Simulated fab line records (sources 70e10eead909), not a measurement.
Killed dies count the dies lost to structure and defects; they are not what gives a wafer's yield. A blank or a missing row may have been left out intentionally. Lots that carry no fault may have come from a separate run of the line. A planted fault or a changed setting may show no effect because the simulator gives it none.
Which of the tools did it? | flow nand harc | Sampling: 11 lots, 33 wafers, 3 of 1302 route steps

== WHAT EACH GAUGE READ, for each wafer ==
NHARC_A_CONTACT_CD_MEAS_80.
lot  | measured     | on        | cd nm (nm)
L213 | day 22 07:30 | cd sem-01 | 290.4 290.0 290.7
L214 | day 22 14:47 | cd sem-02 | 290.4 290.3 289.7
L215 | day 22 17:34 | cd sem-03 | 290.2 291.5 291.1
L217 | day 24 01:00 | cd sem-01 | 289.9 289.8 290.1
L222 | day 27 00:57 | cd sem-02 | 289.0 290.1 289.6
L229 | day 29 06:15 | cd sem-01 | 288.6 288.4 288.5
L231 | day 29 20:49 | cd sem-02 | 290.0 289.7 289.1
L232 | day 30 00:00 | cd sem-01 | 289.0 288.7 289.3
L233 | day 30 12:22 | cd sem-03 | 288.7 288.6 288.5
L235 | day 31 01:06 | cd sem-01 | 290.1 289.1 290.3
L234 | day 31 01:34 | cd sem-01 | 289.2 288.1 289.4

== WHICH TOOL RAN EACH LOT (tool, then ch and the chambers of the sampled wafers, then the start) ==
lot  | NHARC_A_CONTACT_ETCH_131             | NHARC_A_CONTACT_ETCH_97
L213 | har cap etch-03 ch 0,1, day 22 06:08 | rie diel-12 ch 0,1,3, day 22 07:30 or earlier
L214 | har cap etch-02 ch 0,1, day 22 13:27 | rie diel-06 ch 0,1,2, day 22 14:47 or earlier
L215 | har cap etch-01 ch 0,1, day 22 16:15 | rie diel-06 ch 0,1,3, day 22 17:34 or earlier
L217 | har cap etch-02 ch 0,1, day 23 23:38 | rie diel-05 ch 0,2,3, day 24 01:00 or earlier
L222 | har cap etch-01 ch 0,1, day 26 23:37 | rie diel-05 ch 0,1,2, day 27 00:57 or earlier
L229 | har cap etch-02 ch 0,1, day 29 04:56 | rie diel-06 ch 0,1,3, day 29 06:15 or earlier
L231 | har cap etch-01 ch 0,1, day 29 19:25 | rie diel-06 ch 0,1,3, day 29 20:49 or earlier
L232 | har cap etch-02 ch 0,1, day 29 22:38 | rie diel-05 ch 0,1,2, day 30 00:00 or earlier
L233 | har cap etch-02 ch 0,1, day 30 10:46 | rie diel-05 ch 0,2,3, day 30 12:22 or earlier
L235 | har cap etch-03 ch 0,1, day 30 23:44 | rie diel-05 ch 1,2, day 31 01:06 or earlier
L234 | har cap etch-01 ch 0,1, day 31 00:05 | rie diel-06 ch 2,3, day 31 01:29
- NHARC_A_CONTACT_ETCH_131: etches the open film in C4F8/O2/Ar, time 197 s, target depth 1918 nm.
- NHARC_A_CONTACT_ETCH_97: etches the open film in C4F6/O2, target depth 20 nm, time 10 s.

== THE ANSWER, worked out from the rows above alone ==
Rule: the usual values come from the lots themselves. The widest of any qualifying gaps counts: lots, ordered by their means at a reading, are off when they make up no more than a third of the lots, leave a main group of 4 or more, and stand apart from it by 3 or more times the standard deviation of that group's means. Not used: any main group whose means are identical at the precision the tables above print for the reading. Also off: a lot with no number at a reading for which 4 or more lots have one. All remaining lots with rows at the step are treated as sound.
None of the lots is off at any reading shown; this tells nothing.

== WHAT THE SIMULATOR PUT IN ==
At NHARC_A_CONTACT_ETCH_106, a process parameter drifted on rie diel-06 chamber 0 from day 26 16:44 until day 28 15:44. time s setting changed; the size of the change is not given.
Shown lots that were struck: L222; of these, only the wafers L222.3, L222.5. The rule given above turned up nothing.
